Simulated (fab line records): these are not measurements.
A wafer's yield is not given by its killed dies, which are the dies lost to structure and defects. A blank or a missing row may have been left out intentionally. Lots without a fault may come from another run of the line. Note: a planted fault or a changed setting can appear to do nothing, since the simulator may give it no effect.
fab line records :: flow nand_harc :: part 2 of 2: steps 27 to 36 of 36
[record]
  lots = 5
  wafers = 15
  last_day = 32
route steps=1302 shown P_GATE@215 P_CONTACT@217
lots untouched by any fault: they come from a run of this same line in which no faults occurred
start_h: the number of hours between the record's first day and the start of the first shown wafer of the lot :: wait_h: hours elapsed since this lot's preceding step :: " as in the row above :: L1.1+2: a single row standing in for several wafers :: - either no value or no given start :: * or withheld: withheld :: < > ~ a bound
route shown NAME@n: a module of which the file shows steps, and the number in the route of the first :: usual: mean/standard deviation taken from wafers without a fault :: same: alike in all rows :: chamber/n: place in a boat :: sites: per-site readings :: _std_site: standard deviation across them :: _edge_site: the outer-site mean with the inner-site mean subtracted :: radius_mm: how far each site lies from the wafer's centre :: mask NAME#n: copy n :: behind: the last tool/chamber to shape the wafer :: hold: what put the lot on hold/how long, in hours/how the hold closed :: device: names the non-switching transistor (n, p or np) :: end of line: tests run on the same wafers once the route is complete :: step lacking rows: just its recipe :: killed: the dies lost at the first sort to structure and to defects; this is not the yield of the wafer :: map: per-die view of a wafer (x killed, . not killed, _ where there is no die)
set.NAME: the setting as run; set.NAME@STEP: as run at that earlier step :: model.NAME: the simulator's own value behind a step, which no gauge read
lots seen at some steps along the route; tables by step, rows by wafer
services: from which hour (start_h, from the record's first day; less than 0 if before it) a tool's chamber was out of use, for how many hours, and why
[[steps]]
[step NHARC_P_CONTACT_STRIP_28]
[recipe]
  o2_flow_sccm = 500
  ar_flow_sccm = 0
  bias_w = 0
  chemistry = O2
[usual]
  drypump_motor_current_A = 5.6/0.5
  oes_product_au = 1.001/0.0064
  rf_vpp_V = 57.8/0.81
  showerhead_plenum_p_Torr = 3.52/0.15
  throttle_valve_pct = 17.037/0.0098
lot.wafer: L078.2
tool: rie_diel-07
chamber: 3
start_h: 158.74
wait_h: 0.1
drypump_motor_current_A: 6.0
oes_product_au: 1.000
rf_hours_counter_h: 0.7
rf_vpp_V: 58.0
showerhead_plenum_p_Torr: 3.70
throttle_valve_pct: 17.035

lot.wafer: L078.3
tool: rie_diel-07
chamber: 0
start_h: 158.74
wait_h: 0.1
drypump_motor_current_A: 5.5
oes_product_au: 0.997
rf_hours_counter_h: 0.8
rf_vpp_V: 57.6
showerhead_plenum_p_Torr: 3.72
throttle_valve_pct: 17.043

lot.wafer: L078.5
tool: rie_diel-07
chamber: 3
start_h: 158.74
wait_h: 0.1
drypump_motor_current_A: 6.0
oes_product_au: 1.013
rf_hours_counter_h: -
rf_vpp_V: 58.5
showerhead_plenum_p_Torr: 3.70
throttle_valve_pct: 17.049

lot.wafer: L083.3
tool: rie_diel-05
chamber: 1
start_h: 222.80
wait_h: 0.1
drypump_motor_current_A: 5.9
oes_product_au: 0.991
rf_hours_counter_h: 4.0
rf_vpp_V: 56.8
showerhead_plenum_p_Torr: 3.37
throttle_valve_pct: 17.043

lot.wafer: L083.4
tool: rie_diel-05
chamber: 0
start_h: 222.80
wait_h: 0.1
drypump_motor_current_A: 5.2
oes_product_au: 1.002
rf_hours_counter_h: 4.4
rf_vpp_V: 57.1
showerhead_plenum_p_Torr: 3.32
throttle_valve_pct: 17.037

lot.wafer: L083.6
tool: rie_diel-05
chamber: 2
start_h: 222.80
wait_h: 0.1
drypump_motor_current_A: 6.5
oes_product_au: 1.001
rf_hours_counter_h: -
rf_vpp_V: 58.6
showerhead_plenum_p_Torr: 3.68
throttle_valve_pct: 17.038

lot.wafer: L085.4
tool: rie_diel-07
chamber: 0
start_h: 231.20
wait_h: 0.1
drypump_motor_current_A: 5.5
oes_product_au: 0.999
rf_hours_counter_h: 2.5
rf_vpp_V: 59.6
showerhead_plenum_p_Torr: 3.72
throttle_valve_pct: 17.024

lot.wafer: L085.3
tool: rie_diel-07
chamber: 1
start_h: 231.20
wait_h: 0.1
drypump_motor_current_A: 6.5
oes_product_au: 1.005
rf_hours_counter_h: 2.6
rf_vpp_V: 57.3
showerhead_plenum_p_Torr: 3.40
throttle_valve_pct: 17.023

lot.wafer: L085.6
tool: rie_diel-07
chamber: 0
start_h: 231.20
wait_h: 0.1
drypump_motor_current_A: 5.5
oes_product_au: 0.996
rf_hours_counter_h: -
rf_vpp_V: 58.5
showerhead_plenum_p_Torr: 3.72
throttle_valve_pct: 17.056

lot.wafer: L090.2
tool: rie_diel-07
chamber: 3
start_h: 283.17
wait_h: 0.1
drypump_motor_current_A: 6.0
oes_product_au: 1.004
rf_hours_counter_h: 3.7
rf_vpp_V: 60.0
showerhead_plenum_p_Torr: 3.70
throttle_valve_pct: 17.040

lot.wafer: L090.4
tool: rie_diel-07
chamber: 1
start_h: 283.17
wait_h: 0.1
drypump_motor_current_A: 6.5
oes_product_au: 1.002
rf_hours_counter_h: 3.7
rf_vpp_V: 55.9
showerhead_plenum_p_Torr: 3.40
throttle_valve_pct: 17.027

lot.wafer: L090.5
tool: rie_diel-07
chamber: 3
start_h: 283.17
wait_h: 0.1
drypump_motor_current_A: 6.0
oes_product_au: 1.008
rf_hours_counter_h: -
rf_vpp_V: 57.7
showerhead_plenum_p_Torr: 3.70
throttle_valve_pct: 17.037

lot.wafer: L093.2
tool: rie_diel-07
chamber: 0
start_h: 315.52
wait_h: 0.1
drypump_motor_current_A: 5.5
oes_product_au: 1.003
rf_hours_counter_h: 0.4
rf_vpp_V: 58.5
showerhead_plenum_p_Torr: 3.72
throttle_valve_pct: 17.044

lot.wafer: L093.5
tool: rie_diel-07
chamber: 3
start_h: 315.52
wait_h: 0.1
drypump_motor_current_A: 6.0
oes_product_au: 1.005
rf_hours_counter_h: -
rf_vpp_V: 58.8
showerhead_plenum_p_Torr: 3.70
throttle_valve_pct: 17.025

lot.wafer: L093.6
tool: rie_diel-07
chamber: 0
start_h: 315.52
wait_h: 0.1
drypump_motor_current_A: 5.5
oes_product_au: 1.008
rf_hours_counter_h: -
rf_vpp_V: 57.4
showerhead_plenum_p_Torr: 3.72
throttle_valve_pct: 17.044
[step NHARC_P_CONTACT_STRIP_29]
[recipe]
  time_s = 1200
  temp_c = 72.5
  chemistry = post_etch_residue_remover
lot.wafer: L078.5+3+2
tool: wet_bench-05
chamber: 2,4,6
start_h: 158.93
wait_h: -

lot.wafer: L083.6+3+4
tool: wet_bench-06
chamber: 6,0,1
start_h: 223.02
wait_h: -

lot.wafer: L085.3+4+6
tool: wet_bench-09
chamber: 6,0,2
start_h: 231.37
wait_h: -

lot.wafer: L090.5+4+2
tool: wet_bench-06
chamber: 5,7,0
start_h: 283.36
wait_h: -

lot.wafer: L093.6+5+2
tool: wet_bench-05
chamber: 6,0,2
start_h: 315.69
wait_h: -
[step NHARC_P_CONTACT_DEGAS_38]
[recipe]
  temp_c = 300
  time_s = 60
[usual]
  heater_power_w = 490/62
lot.wafer: L078.2
tool: pvd_sputter-02
chamber: -
start_h: 159.37
wait_h: -
heater_power_w: 448

lot.wafer: L078.3
tool: pvd_sputter-02
chamber: -
start_h: 159.37
wait_h: -
heater_power_w: 442

lot.wafer: L078.5
tool: pvd_sputter-02
chamber: -
start_h: 159.37
wait_h: -
heater_power_w: 448

lot.wafer: L083.3
tool: pvd_sputter-01
chamber: -
start_h: 223.50
wait_h: -
heater_power_w: 447

lot.wafer: L083.4
tool: pvd_sputter-01
chamber: -
start_h: 223.50
wait_h: -
heater_power_w: 458

lot.wafer: L083.6
tool: pvd_sputter-01
chamber: -
start_h: 223.50
wait_h: -
heater_power_w: 565

lot.wafer: L085.3
tool: pvd_sputter-01
chamber: -
start_h: 231.82
wait_h: -
heater_power_w: 442

lot.wafer: L085.4
tool: pvd_sputter-01
chamber: -
start_h: 231.82
wait_h: -
heater_power_w: 450

lot.wafer: L085.6
tool: pvd_sputter-01
chamber: -
start_h: 231.82
wait_h: -
heater_power_w: 469

lot.wafer: L090.4
tool: pvd_sputter-03
chamber: -
start_h: 283.79
wait_h: -
heater_power_w: 393

lot.wafer: L090.2
tool: pvd_sputter-03
chamber: -
start_h: 283.79
wait_h: -
heater_power_w: 442

lot.wafer: L090.5
tool: pvd_sputter-03
chamber: -
start_h: 283.79
wait_h: -
heater_power_w: 531

lot.wafer: L093.2
tool: pvd_sputter-03
chamber: -
start_h: 316.16
wait_h: -
heater_power_w: 523

lot.wafer: L093.6
tool: pvd_sputter-03
chamber: -
start_h: 316.16
wait_h: -
heater_power_w: 455

lot.wafer: L093.5
tool: pvd_sputter-03
chamber: -
start_h: 316.16
wait_h: -
heater_power_w: 527
[step NHARC_P_CONTACT_PRE_CLEAN_39]
[recipe]
  time_s = 19.5
  bias_v = 250
  gas = Ar
lot.wafer: L078.3+2+5
tool: pvd_sputter-02
chamber: -
start_h: -
wait_h: -

lot.wafer: L083.4+3+6
tool: pvd_sputter-01
chamber: -
start_h: -
wait_h: -

lot.wafer: L085.4+3+6
tool: pvd_sputter-01
chamber: -
start_h: -
wait_h: -

lot.wafer: L090.4+2+5
tool: pvd_sputter-03
chamber: -
start_h: -
wait_h: -

lot.wafer: L093.2+6+5
tool: pvd_sputter-03
chamber: -
start_h: -
wait_h: -
[step NHARC_P_CONTACT_PVD_32]
[recipe]
  target_thk_a = 50
  chamber_pressure_pa = 5
  power_w = 5000
  substrate_temp_c = 200
  time_s = 17.7
  material = Ti
[usual]
  throttle_valve_pct = 29.9/1.2
lot.wafer: L078.2
tool: pvd_sputter-02
chamber: -
start_h: -
wait_h: -
throttle_valve_pct: 30.2

lot.wafer: L078.3
tool: pvd_sputter-02
chamber: -
start_h: -
wait_h: -
throttle_valve_pct: 31.8

lot.wafer: L078.5
tool: pvd_sputter-02
chamber: -
start_h: -
wait_h: -
throttle_valve_pct: 28.2

lot.wafer: L083.3
tool: pvd_sputter-01
chamber: -
start_h: -
wait_h: -
throttle_valve_pct: 28.6

lot.wafer: L083.4
tool: pvd_sputter-01
chamber: -
start_h: -
wait_h: -
throttle_valve_pct: 30.1

lot.wafer: L083.6
tool: pvd_sputter-01
chamber: -
start_h: -
wait_h: -
throttle_valve_pct: 28.8

lot.wafer: L085.3
tool: pvd_sputter-01
chamber: -
start_h: -
wait_h: -
throttle_valve_pct: 28.8

lot.wafer: L085.4
tool: pvd_sputter-01
chamber: -
start_h: -
wait_h: -
throttle_valve_pct: 28.6

lot.wafer: L085.6
tool: pvd_sputter-01
chamber: -
start_h: -
wait_h: -
throttle_valve_pct: 28.0

lot.wafer: L090.2
tool: pvd_sputter-03
chamber: -
start_h: -
wait_h: -
throttle_valve_pct: 29.5

lot.wafer: L090.4
tool: pvd_sputter-03
chamber: -
start_h: -
wait_h: -
throttle_valve_pct: 31.5

lot.wafer: L090.5
tool: pvd_sputter-03
chamber: -
start_h: -
wait_h: -
throttle_valve_pct: 28.9

lot.wafer: L093.2
tool: pvd_sputter-03
chamber: -
start_h: -
wait_h: -
throttle_valve_pct: 29.3

lot.wafer: L093.5
tool: pvd_sputter-03
chamber: -
start_h: -
wait_h: -
throttle_valve_pct: 32.0

lot.wafer: L093.6
tool: pvd_sputter-03
chamber: -
start_h: -
wait_h: -
throttle_valve_pct: 29.2
[step NHARC_P_CONTACT_ALD_22]
[recipe]
  target_thk_a = 30
  pulse_time_s = 1
  ald_cycles = 150
  temp_c = 450
  material = TiN
[usual]
  heater_power_outer_w = 720/44
  heater_power_w = 1117/81
  precursor_pulse_height_rel = 1.000/0.02
lot.wafer: L078.2
tool: ald_metal-03
chamber: 2
start_h: 159.61
wait_h: -
heater_power_outer_w: 763
heater_power_w: 1207
precursor_pulse_height_rel: 1.003

lot.wafer: L078.3
tool: ald_metal-03
chamber: 3
start_h: 159.61
wait_h: -
heater_power_outer_w: 675
heater_power_w: 1091
precursor_pulse_height_rel: 0.982

lot.wafer: L078.5
tool: ald_metal-03
chamber: 2
start_h: 159.61
wait_h: -
heater_power_outer_w: 768
heater_power_w: 1221
precursor_pulse_height_rel: 1.020

lot.wafer: L083.3
tool: ald_metal-03
chamber: 3
start_h: 223.73
wait_h: -
heater_power_outer_w: 677
heater_power_w: 1102
precursor_pulse_height_rel: 0.969

lot.wafer: L083.4
tool: ald_metal-03
chamber: 1
start_h: 223.73
wait_h: -
heater_power_outer_w: 696
heater_power_w: 1140
precursor_pulse_height_rel: 0.967

lot.wafer: L083.6
tool: ald_metal-03
chamber: 0
start_h: 223.73
wait_h: -
heater_power_outer_w: 726
heater_power_w: 1120
precursor_pulse_height_rel: 0.989

lot.wafer: L085.3
tool: ald_metal-01
chamber: 1
start_h: 232.11
wait_h: -
heater_power_outer_w: 676
heater_power_w: 1069
precursor_pulse_height_rel: 0.995

lot.wafer: L085.6
tool: ald_metal-01
chamber: 3
start_h: 232.11
wait_h: -
heater_power_outer_w: 731
heater_power_w: 1183
precursor_pulse_height_rel: 1.044

lot.wafer: L085.4
tool: ald_metal-01
chamber: 2
start_h: 232.11
wait_h: -
heater_power_outer_w: 756
heater_power_w: 1229
precursor_pulse_height_rel: 1.007

lot.wafer: L090.2
tool: ald_metal-01
chamber: 1
start_h: 284.04
wait_h: -
heater_power_outer_w: 665
heater_power_w: 1083
precursor_pulse_height_rel: 1.014

lot.wafer: L090.4
tool: ald_metal-01
chamber: 3
start_h: 284.04
wait_h: -
heater_power_outer_w: 737
heater_power_w: 1195
precursor_pulse_height_rel: 1.015

lot.wafer: L090.5
tool: ald_metal-01
chamber: 1
start_h: 284.04
wait_h: -
heater_power_outer_w: 677
heater_power_w: 1049
precursor_pulse_height_rel: 1.040

lot.wafer: L093.2
tool: ald_metal-03
chamber: 2
start_h: 316.42
wait_h: -
heater_power_outer_w: 745
heater_power_w: 1228
precursor_pulse_height_rel: 0.985

lot.wafer: L093.6
tool: ald_metal-03
chamber: 0
start_h: 316.42
wait_h: -
heater_power_outer_w: 756
heater_power_w: 1091
precursor_pulse_height_rel: 0.990

lot.wafer: L093.5
tool: ald_metal-03
chamber: 1
start_h: 316.42
wait_h: -
heater_power_outer_w: 703
heater_power_w: 1144
precursor_pulse_height_rel: 1.029
[step NHARC_P_CONTACT_CVD_23]
[recipe]
  target_thk_a = 2000
  temp_c = 300
  pressure_torr = 40
  wf6_flow_sccm = 40
  h2_flow_sccm = 1600
  ar_flow_sccm = 1560
  time_s = 557
  material = W
[usual]
  heater_power_outer_w = 264/38
  heater_power_w = 473/54
  throttle_valve_pct = 8.0/0.43
lot.wafer: L078.2
tool: cvd_w-02
chamber: 1
start_h: -
wait_h: -
heater_power_outer_w: 313
heater_power_w: 549
throttle_valve_pct: 8.0

lot.wafer: L078.3
tool: cvd_w-02
chamber: 1
start_h: -
wait_h: -
heater_power_outer_w: 317
heater_power_w: 543
throttle_valve_pct: 8.3

lot.wafer: L078.5
tool: cvd_w-02
chamber: 0
start_h: -
wait_h: -
heater_power_outer_w: 279
heater_power_w: 481
throttle_valve_pct: 7.9

lot.wafer: L083.4
tool: cvd_w-02
chamber: 1
start_h: -
wait_h: -
heater_power_outer_w: 305
heater_power_w: 547
throttle_valve_pct: 8.2

lot.wafer: L083.3
tool: cvd_w-02
chamber: 0
start_h: -
wait_h: -
heater_power_outer_w: 274
heater_power_w: 478
throttle_valve_pct: 7.9

lot.wafer: L083.6
tool: cvd_w-02
chamber: 1
start_h: -
wait_h: -
heater_power_outer_w: 314
heater_power_w: 548
throttle_valve_pct: 8.1

lot.wafer: L085.4
tool: cvd_w-02
chamber: 1
start_h: -
wait_h: -
heater_power_outer_w: 312
heater_power_w: 551
throttle_valve_pct: 8.3

lot.wafer: L085.3
tool: cvd_w-02
chamber: 0
start_h: -
wait_h: -
heater_power_outer_w: 271
heater_power_w: 468
throttle_valve_pct: 8.0

lot.wafer: L085.6
tool: cvd_w-02
chamber: 1
start_h: -
wait_h: -
heater_power_outer_w: 314
heater_power_w: 544
throttle_valve_pct: 8.2

lot.wafer: L090.2
tool: cvd_w-01
chamber: 0
start_h: -
wait_h: -
heater_power_outer_w: 226
heater_power_w: 401
throttle_valve_pct: 7.3

lot.wafer: L090.4
tool: cvd_w-01
chamber: 0
start_h: -
wait_h: -
heater_power_outer_w: 225
heater_power_w: 405
throttle_valve_pct: 7.5

lot.wafer: L090.5
tool: cvd_w-01
chamber: 1
start_h: -
wait_h: -
heater_power_outer_w: 243
heater_power_w: 462
throttle_valve_pct: 8.3

lot.wafer: L093.2
tool: cvd_w-02
chamber: 0
start_h: -
wait_h: -
heater_power_outer_w: 328
heater_power_w: 543
throttle_valve_pct: 7.8

lot.wafer: L093.6
tool: cvd_w-02
chamber: 0
start_h: -
wait_h: -
heater_power_outer_w: 319
heater_power_w: 545
throttle_valve_pct: 7.5

lot.wafer: L093.5
tool: cvd_w-02
chamber: 1
start_h: -
wait_h: -
heater_power_outer_w: 315
heater_power_w: 548
throttle_valve_pct: 8.0
[step NHARC_P_CONTACT_CMP_24]
[recipe]
  t_overpolish_s = 30
  target_thk_nm = 200
[usual]
  motor_current_A = 12.4/0.9
  overpolish_run_s = 30.000/0.0091
  time_to_endpoint_s = 39.2/2.3
lot.wafer: L078.2
tool: cmp-02
chamber: 0
start_h: 160.49
wait_h: 0.5
motor_current_A: 12.2
overpolish_run_s: 30.010
time_to_endpoint_s: 37.9

lot.wafer: L078.3
tool: cmp-02
chamber: 1
start_h: 160.49
wait_h: 0.5
motor_current_A: 10.4
overpolish_run_s: 30.009
time_to_endpoint_s: 38.3

lot.wafer: L078.5
tool: cmp-02
chamber: 3
start_h: 160.49
wait_h: 0.5
motor_current_A: 12.1
overpolish_run_s: 30.000
time_to_endpoint_s: 38.6

lot.wafer: L083.4
tool: cmp-03
chamber: 1
start_h: 224.58
wait_h: 0.4
motor_current_A: 12.7
overpolish_run_s: 30.006
time_to_endpoint_s: 40.1

lot.wafer: L083.3
tool: cmp-03
chamber: 3
start_h: 224.58
wait_h: 0.4
motor_current_A: 11.4
overpolish_run_s: 30.003
time_to_endpoint_s: 38.7

lot.wafer: L083.6
tool: cmp-03
chamber: 2
start_h: 224.58
wait_h: 0.4
motor_current_A: 12.3
overpolish_run_s: 30.005
time_to_endpoint_s: 37.9

lot.wafer: L085.3
tool: cmp-03
chamber: 3
start_h: 233.03
wait_h: 0.3
motor_current_A: 11.1
overpolish_run_s: 29.994
time_to_endpoint_s: 40.3

lot.wafer: L085.4
tool: cmp-03
chamber: 0
start_h: 233.03
wait_h: 0.3
motor_current_A: 11.8
overpolish_run_s: 29.985
time_to_endpoint_s: 42.7

lot.wafer: L085.6
tool: cmp-03
chamber: 1
start_h: 233.03
wait_h: 0.3
motor_current_A: 13.3
overpolish_run_s: 30.014
time_to_endpoint_s: 41.0

lot.wafer: L090.4
tool: cmp-03
chamber: 2
start_h: 284.94
wait_h: 0.4
motor_current_A: 11.6
overpolish_run_s: 29.989
time_to_endpoint_s: 38.3

lot.wafer: L090.2
tool: cmp-03
chamber: 3
start_h: 284.94
wait_h: 0.4
motor_current_A: 11.5
overpolish_run_s: 30.005
time_to_endpoint_s: 38.6

lot.wafer: L090.5
tool: cmp-03
chamber: 1
start_h: 284.94
wait_h: 0.4
motor_current_A: 13.3
overpolish_run_s: 30.010
time_to_endpoint_s: 38.3

lot.wafer: L093.2
tool: cmp-03
chamber: 3
start_h: 317.25
wait_h: 0.6
motor_current_A: 11.6
overpolish_run_s: 29.988
time_to_endpoint_s: 42.5

lot.wafer: L093.6
tool: cmp-03
chamber: 2
start_h: 317.25
wait_h: 0.6
motor_current_A: 11.9
overpolish_run_s: 29.994
time_to_endpoint_s: 37.4

lot.wafer: L093.5
tool: cmp-03
chamber: 3
start_h: 317.25
wait_h: 0.6
motor_current_A: 11.8
overpolish_run_s: 29.999
time_to_endpoint_s: 40.4
[step NHARC_P_CONTACT_SRD_26]
lot.wafer: L078.2+5+3
tool: wet_bench-05
chamber: 5,6,0
start_h: 160.78
wait_h: 0.0

lot.wafer: L083.6+3+4
tool: wet_bench-09
chamber: 7,0,1
start_h: 224.91
wait_h: 0.0

lot.wafer: L085.4+3+6
tool: wet_bench-09
chamber: 0,4,5
start_h: 233.30
wait_h: 0.0

lot.wafer: L090.4+2+5
tool: wet_bench-09
chamber: 1,2,5
start_h: 285.21
wait_h: 0.0

lot.wafer: L093.2+6+5
tool: wet_bench-09
chamber: 3,5,6
start_h: 317.55
wait_h: 0.0
[step NHARC_P_CONTACT_INSPECT_27]
[usual]
  raw_defect_count = 283/98
lot.wafer: L078.2
tool: defect_inspect-02
chamber: -
start_h: 160.86
wait_h: 0.1
raw_defect_count: 357

lot.wafer: L078.3
tool: defect_inspect-02
chamber: -
start_h: 160.86
wait_h: 0.1
raw_defect_count: 409

lot.wafer: L078.5
tool: defect_inspect-02
chamber: -
start_h: 160.86
wait_h: 0.1
raw_defect_count: 546

lot.wafer: L083.3
tool: defect_inspect-02
chamber: -
start_h: 224.99
wait_h: 0.1
raw_defect_count: 336

lot.wafer: L083.4
tool: defect_inspect-02
chamber: -
start_h: 224.99
wait_h: 0.1
raw_defect_count: 223

lot.wafer: L083.6
tool: defect_inspect-02
chamber: -
start_h: 224.99
wait_h: 0.1
raw_defect_count: 181

lot.wafer: L085.3
tool: defect_inspect-01
chamber: -
start_h: 233.38
wait_h: 0.1
raw_defect_count: 412

lot.wafer: L085.4
tool: defect_inspect-01
chamber: -
start_h: 233.38
wait_h: 0.1
raw_defect_count: 242

lot.wafer: L085.6
tool: defect_inspect-01
chamber: -
start_h: 233.38
wait_h: 0.1
raw_defect_count: 345

lot.wafer: L090.2
tool: defect_inspect-01
chamber: -
start_h: 285.29
wait_h: 0.1
raw_defect_count: 509

lot.wafer: L090.4
tool: defect_inspect-01
chamber: -
start_h: 285.29
wait_h: 0.1
raw_defect_count: 330

lot.wafer: L090.5
tool: defect_inspect-01
chamber: -
start_h: 285.29
wait_h: 0.1
raw_defect_count: 161

lot.wafer: L093.2
tool: defect_inspect-02
chamber: -
start_h: 317.63
wait_h: 0.1
raw_defect_count: 212

lot.wafer: L093.5
tool: defect_inspect-02
chamber: -
start_h: 317.63
wait_h: 0.1
raw_defect_count: 153

lot.wafer: L093.6
tool: defect_inspect-02
chamber: -
start_h: 317.63
wait_h: 0.1
raw_defect_count: 420
[[services]]
tool: rie_diel-09
chamber: -
start_h: 143.39
hours: 9.0
kind: pm

tool: pvd_sputter-03
chamber: -
start_h: 145.11
hours: 1.6
kind: repair

tool: litho_track-01
chamber: -
start_h: 155.00
hours: 7.0
kind: pm

tool: cmp-03
chamber: -
start_h: 159.49
hours: 3.0
kind: repair

tool: rie_diel-07
chamber: 1
start_h: 163.82
hours: 2.1
kind: repair

tool: rie_diel-09
chamber: 0
start_h: 165.49
hours: 4.0
kind: repair

tool: pvd_sputter-03
chamber: -
start_h: 170.01
hours: 10.0
kind: pm

tool: wet_bench-09
chamber: -
start_h: 176.80
hours: 8.0
kind: pm

tool: cmp-03
chamber: -
start_h: 178.45
hours: 4.7
kind: repair

tool: litho_track-06
chamber: -
start_h: 179.00
hours: 7.0
kind: pm

tool: rie_diel-09
chamber: 2
start_h: 189.90
hours: 5.2
kind: repair

tool: cmp-03
chamber: -
start_h: 200.60
hours: 0.8
kind: repair

tool: litho_track-04
chamber: -
start_h: 203.00
hours: 7.0
kind: pm

tool: rie_diel-07
chamber: 1
start_h: 237.22
hours: 2.6
kind: repair

tool: cmp-03
chamber: -
start_h: 245.98
hours: 3.4
kind: repair

tool: pvd_sputter-01
chamber: -
start_h: 247.91
hours: 10.0
kind: pm

tool: cmp-03
chamber: -
start_h: 260.44
hours: 4.0
kind: pm

tool: pvd_sputter-03
chamber: -
start_h: 260.60
hours: 0.8
kind: repair

tool: pvd_sputter-01
chamber: -
start_h: 264.85
hours: 1.9
kind: repair

tool: rie_diel-07
chamber: 3
start_h: 265.39
hours: 16.0
kind: repair

tool: cmp-03
chamber: -
start_h: 278.25
hours: 1.2
kind: repair

tool: rie_diel-07
chamber: -
start_h: 287.95
hours: 1.8
kind: repair

tool: rie_diel-07
chamber: -
start_h: 294.20
hours: 9.0
kind: pm

tool: cmp-03
chamber: -
start_h: 313.19
hours: 0.6
kind: repair
